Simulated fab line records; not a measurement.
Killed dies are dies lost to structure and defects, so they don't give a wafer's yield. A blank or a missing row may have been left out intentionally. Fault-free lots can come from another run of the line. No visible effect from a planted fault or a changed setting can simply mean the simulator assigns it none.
Problem report, 8D (eight disciplines) form, completed by code	flow nand harc	the parts of the form that need people (team, actions taken, sign-off) are left out

== 1. THE PROBLEM ==
raw defect count at NHARC_A_CONTACT_INSPECT_71 reads a mean of 565 on 4 wafers of 3 lots; wafers without a fault read 81 with a standard deviation of 37. That puts it +13 standard deviations away from the usual mean.
First observed at day 26 00:03: wafer L300.1, on defect inspect-02. The record has a number at this step for 36 wafers belonging to 12 lots. Rule for "out", or "out of limits": more than 4 standard deviations from the usual mean. The rest of the wafers with a number are treated as sound.

== 2. WHAT IT IS, WHAT IT ISN'T ==
question	is	is not
which readings at this step	raw defect count	-
which lots	L300, L302, L304	L291, L293, L294, L295, L296, L308, L310, L312, L314
which wafers of those lots	L300.1, L300.4, L302.1, L304.5	L300.2, L302.2, L302.5, L304.2, L304.6
read on which gauges	defect inspect-01, defect inspect-02	-
when	from day 26 00:03	up to then (16 sound wafers); but 16 sound wafers of L302, L304, L308, L310, L312, L314 came after

== 3. SUSPECTS, AND WHAT RULES EACH OUT ==
Counting: any tool at a process step up to the reading remains a suspect provided it ran every lot that is out. Sound lots after the first of them don't rule it out here, since some wafers of a struck lot are sound.
- the gauge at NHARC_A_CONTACT_INSPECT_71: ruled out. The wafers that are out were read on 2 gauges (defect inspect-01, defect inspect-02).
- pecvd-04 at NHARC_A_CONTACT_DEP_58 (deposits SiON, target thk 90 nm): kept. It processed each lot that is out (first: L300, day 25 23:14); up to then, its last sound lot is L293 (day 23 00:50).
- Within pecvd-04 at NHARC_A_CONTACT_DEP_58: the wafers that are out ran in chamber 2; their sound lot-mates ran in chambers 0, 1.
The count leaves pecvd-04 at NHARC_A_CONTACT_DEP_58.

== 4. THE CAUSE (what the simulator had put in) ==
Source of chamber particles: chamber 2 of pecvd-04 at NHARC_A_CONTACT_DEP_58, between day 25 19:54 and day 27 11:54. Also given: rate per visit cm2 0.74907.
The count eliminated every tool but this one.

== 5. SEQUENCE OF EFFECTS, ordered by route ==
Each row: a reading where the mean over the struck wafers with a number is more than 3 standard deviations away from the usual. Scope: only readings with a usual standard deviation given in the record; hours: median across lots of the time from each lot's start at the first step in this table that gives one to its start at this step; sigmas: change in usual standard deviations.
hours	step	reading	usual	on struck wafers	change	sigmas
0	NHARC_A_CONTACT_INSPECT_71	raw defect count	81	565	+484	+13
Later steps that measure or inspect, where all struck wafers having a row at the step show a number for every such reading and not one has moved that far: NHARC_END_SORT_01.

== 6. WHAT WOULD HAVE CAUGHT IT SOONER ==
Counted from the fault's start at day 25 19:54, it took 4 hours until the first out-of-limits reading at a measuring or inspecting step in this record, taken at day 26 00:03.
No tool reading at NHARC_A_CONTACT_DEP_58 that has a usual standard deviation in the record was out on any struck wafer, so an alarm limit of 4 standard deviations on those readings would not have fired.
Lots out: 3; of these, L304, L302 started NHARC_A_CONTACT_DEP_58 on pecvd-04 after day 26 00:03. A hold on the tool at that time would have spared those 2.
